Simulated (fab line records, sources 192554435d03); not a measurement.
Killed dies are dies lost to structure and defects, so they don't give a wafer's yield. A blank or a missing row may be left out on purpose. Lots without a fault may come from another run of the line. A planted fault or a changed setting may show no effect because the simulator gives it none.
Problem report in the 8D (eight disciplines) form, filled by code | flow n5_finfet | the parts of the form that need people (team, actions taken, sign-off) are left out

1. THE PROBLEM
trench_depth_nm at N5_BEOL_M8_OCD_MEAS_38 reads a mean of 142.1 nm on 1 wafer of 1 lot; wafers without a fault read 93.5 nm with a standard deviation of 1.8. That is +27 standard deviations from the usual mean.
First seen on wafer L386.2, day 12 07:44, on ocd-01. The record holds 18 wafers of 6 lots with a number at this step. Rule for "out", or "out of limits": more than 4 standard deviations from the usual mean. The other wafers with a number count as sound.

2. WHAT IT IS AND WHAT IT IS NOT
question                    | is                | is not
which readings at this step | trench_depth_nm   | -
which lots                  | L386              | L379, L384, L397, L399, L400
which wafers of those lots  | L386.2            | L386.1, L386.4
read on which gauges        | ocd-01            | ocd-02
when                        | from day 12 07:44 | up to then (8 sound wafers); but 9 sound wafers of L397, L399, L400 came after

3. SUSPECTS, AND WHAT RULES EACH OUT
Counting: a tool at a process step up to the reading stays a suspect if it ran every lot that is out. Sound lots after the first of them don't rule it out here, since some wafers of a struck lot are sound.
- the gauge at N5_BEOL_M8_OCD_MEAS_38: ruled out. All the wafers that are out were read on ocd-01, but those of them that N5_BEOL_M8_TRENCH_ETCH_37 has rows for are out there too, on other tools.
- rie_diel-03 at N5_BEOL_M8_TRENCH_ETCH_37 (etches SiCOH lowk in C4F6/O2, target depth 93.478 nm, time 31.2 s): kept. It ran the lot that is out, L386 (day 12 07:35); its last sound lot up to then is L384 (day 11 15:30). Its own readings are out on those wafers: run_length_s.
- Within rie_diel-03 at N5_BEOL_M8_TRENCH_ETCH_37: the wafers that are out ran in chamber 0; their sound lot-mates ran in chambers 2, 3.
Left after counting: rie_diel-03 at N5_BEOL_M8_TRENCH_ETCH_37.

4. THE CAUSE (what the simulator had put in)
Process parameter drift: rie_diel-03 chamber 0, from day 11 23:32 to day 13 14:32, at N5_BEOL_M8_TRENCH_ETCH_37. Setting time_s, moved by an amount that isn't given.
Counting left only this tool.

5. THE CHAIN OF EFFECTS, in route order
Each row: a reading whose mean over the struck wafers that have a number lies more than 3 standard deviations from the usual. Only readings for which the record gives a usual standard deviation are gone through. hours: the time from each lot's start at the first step in this table that gives one to its start at this step, as a median over the lots. sigmas: the change in usual standard deviations.
hours | step                      | reading              | usual        | on struck wafers | change | sigmas
0     | N5_BEOL_M8_TRENCH_ETCH_37 | run_length_s         | 54.5 s       | 70.4             | +15.9  | +31
0     | N5_BEOL_M8_OCD_MEAS_38    | trench_depth_nm      | 93.5 nm      | 142.1            | +48.6  | +27
4     | N5_BEOL_M8_THK_MEAS_53    | M8_THK               | 80.3 nm      | 128.9            | +48.6  | +20
4     | N5_BEOL_M8_RS_MEAS_57     | M8_RS                | 0.286 ohm/sq | 0.165            | -0.121 | -13
55    | N5_BEOL_M15_RC_MEAS_101   | SERP_M8              | 13.8 ohm/um  | 8.2              | -5.6   | -11
55    | N5_BEOL_M15_RC_MEAS_101   | SERP_M8_max_site     | 14.4 ohm/um  | 8.7              | -5.7   | -9.8
71    | N5_PASSIVATION_PROBE_49   | defect_limited_yield | 91.7 %       | 70.5             | -21.2  | -14
71    | N5_PASSIVATION_PROBE_49   | killed_at_M4_up      | 14           | 242              | +228   | +43
71    | N5_PASSIVATION_PROBE_49   | killed_dies          | 98           | 348              | +250   | +14
71    | N5_PASSIVATION_PROBE_49   | killed_on_rim        | 13           | 30               | +17    | +4.7
71    | N5_PASSIVATION_PROBE_49   | sort_n_pass          | 1082         | 832              | -250   | -14
71    | N5_PASSIVATION_PROBE_49   | sort_yield_pct       | 91.7 %       | 70.5             | -21.2  | -14
The process steps in it:
- N5_BEOL_M8_TRENCH_ETCH_37: etches SiCOH lowk in C4F6/O2, target depth 93.478 nm, time 31.2 s.
- N5_PASSIVATION_PROBE_49
Later measuring or inspecting steps at which every struck wafer that the step has a row for has a number for every such reading, and none has moved that far: N5_BEOL_M8_CD_MEAS_35.

6. WHAT WOULD HAVE CAUGHT IT SOONER
In this record the first reading out of limits at a measuring or inspecting step was taken at day 12 07:44, 8 hours after the fault began at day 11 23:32.
The tool's own readings at N5_BEOL_M8_TRENCH_ETCH_37 were out on every struck wafer that the step has a row for (run_length_s): an alarm limit on them would have fired on the first of those.
All the lots that are out (1) had begun N5_BEOL_M8_TRENCH_ETCH_37 on rie_diel-03 by day 12 07:44. A hold on the tool at that time would have spared none of them.
